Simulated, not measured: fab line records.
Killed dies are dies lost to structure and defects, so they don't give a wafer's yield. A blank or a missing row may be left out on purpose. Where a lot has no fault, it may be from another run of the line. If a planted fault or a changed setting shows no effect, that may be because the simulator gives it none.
Struck lot and sound lot, side by side | flow n5-finfet | 14 steps out of a route of 1938
Sound: wafers L232.1, L232.4, L232.6. Struck: wafer L226.6 (left out: L226.1, L226.5 of the same lot, which were not struck); the cause appears at the end.
Order at every step that has rows: each side's tool, ch and its chambers, its first start. Under that, the readings that differ: sound wafers | struck wafers | difference of the means | sigmas: that difference in standard deviations of wafers without a fault.
alike: words and numbers the same on both sides, and readings whose means are apart by under 2 such deviations; not compared: readings that were withheld, readings missing a value for some wafer, numbers with overlapping values and no deviation given by the record, and bounds like >300 which may hide the same value.
Wherever a step has rows on one side only, a row that says differs or no value, or a row with sigmas, the two part there. Non-overlapping numbers with no deviation appear without sigmas and do not part them. Lack of a reading on every wafer of one side parts them only where that side has two or more wafers.

N5_BEOL_M0_SPUTTER_116: material Cu, target thk 4 nm, time 7.37 s.
  struck on pvd-sputter-01, day 8 20:30; sound on pvd-sputter-02, day 10 11:00
  alike: chamber-pressure-pa, throttle-valve-pct
N5_BEOL_M0_ANNEAL_117: time 60 s.
  struck on pvd-sputter-01, day 8 20:35; sound on pvd-sputter-02, day 10 11:05
  alike: heater-power-w
then, 1 step without rows for these wafers: N5_BEOL_M0_SPUTTER_132 (material Cu, target thk 4 nm, time 7.37 s).
N5_BEOL_M0_ANNEAL_133: time 60 s.
  struck on pvd-sputter-01, day 8 20:42; sound on pvd-sputter-02, day 10 11:12
  alike: heater-power-w
then, 5 steps without rows for these wafers: N5_BEOL_M0_SPUTTER_134 (material Cu, target thk 4 nm, time 7.37 s); N5_BEOL_M0_ANNEAL_135 (time 60 s); N5_BEOL_M0_SPUTTER_141 (material Cu, target thk 4 nm, time 7.37 s); N5_BEOL_M0_ECD_118 (material Cu, target thk 300 nm); N5_BEOL_M0_ANNEAL_119 (time 90 s).
N5_BEOL_M0_CMP_120: polishes, stops on SiOC, t overpolish 6.9 s.
  sound on cmp-03 ch 0,3, day 10 11:51; struck on cmp-02 ch 0, day 8 21:25
  reading                      | sound          | struck | difference | sigmas
  barrier-field-endpoint-s (s) | 3.69 3.64 3.63 | 3.44   | -0.21      | -2
  alike: motor-current-A, overpolish-run-s, time-to-endpoint-s
N5_BEOL_M0_PRE_CLEAN_131: time 15 s.
  sound on cvd-co-01 ch 1,2, day 10 12:11; struck on cvd-co-02 ch 2, day 8 21:42
  reading            | sound    | struck | difference | sigmas
  heater-power-w (W) | 83 88 85 | 133    | +48        | +2
N5_BEOL_M0_CO_CAP_123: material Co, precursor CCTBA/H2, target thk 2 nm, time 102.1 s.
  sound on cvd-co-01 ch 1,2, day 10 12:13; struck on cvd-co-02 ch 2, day 8 21:44
  reading                                    | sound             | struck | difference | sigmas
  heater-power-w (W)                         | 234 243 236       | 296    | +58        | +2
  run-length-s (s)                           | 123.5 124.2 123.7 | 174.3  | +50.5      | +95
  model.Co_of_BEOL_M0_CO_CAP_123.thk-nm (nm) | 2.2 2 2           | 3      | +1         |
then, 1 step without rows for these wafers: N5_BEOL_M0_PRE_CLEAN_124 (time 15 s).
-- the record jumps here: 2 days lie between the struck wafers' starts before and after (it left off in module BEOL_M0 and takes up again in module BEOL_M4, whose first step shown is number 1111 of the route) --
N5_BEOL_M4_RC_MEAS_101:
  sound on prober-02 ch 0, day 12 12:32; struck on prober-02 ch 0, day 11 06:46
  alike: DIBL_N, DIBL_P, IOFF_N, IOFF_P, ION_N, ION_P, SS_N, SS_P, VT_N, VT_P

WHERE THEY PART
Last at N5_BEOL_M0_CO_CAP_123 as far as this record goes, first at N5_BEOL_M0_CMP_120. Later steps at which nothing parts them and some readings are alike: N5_BEOL_M4_RC_MEAS_101.

WHY: what had been put in by the simulator
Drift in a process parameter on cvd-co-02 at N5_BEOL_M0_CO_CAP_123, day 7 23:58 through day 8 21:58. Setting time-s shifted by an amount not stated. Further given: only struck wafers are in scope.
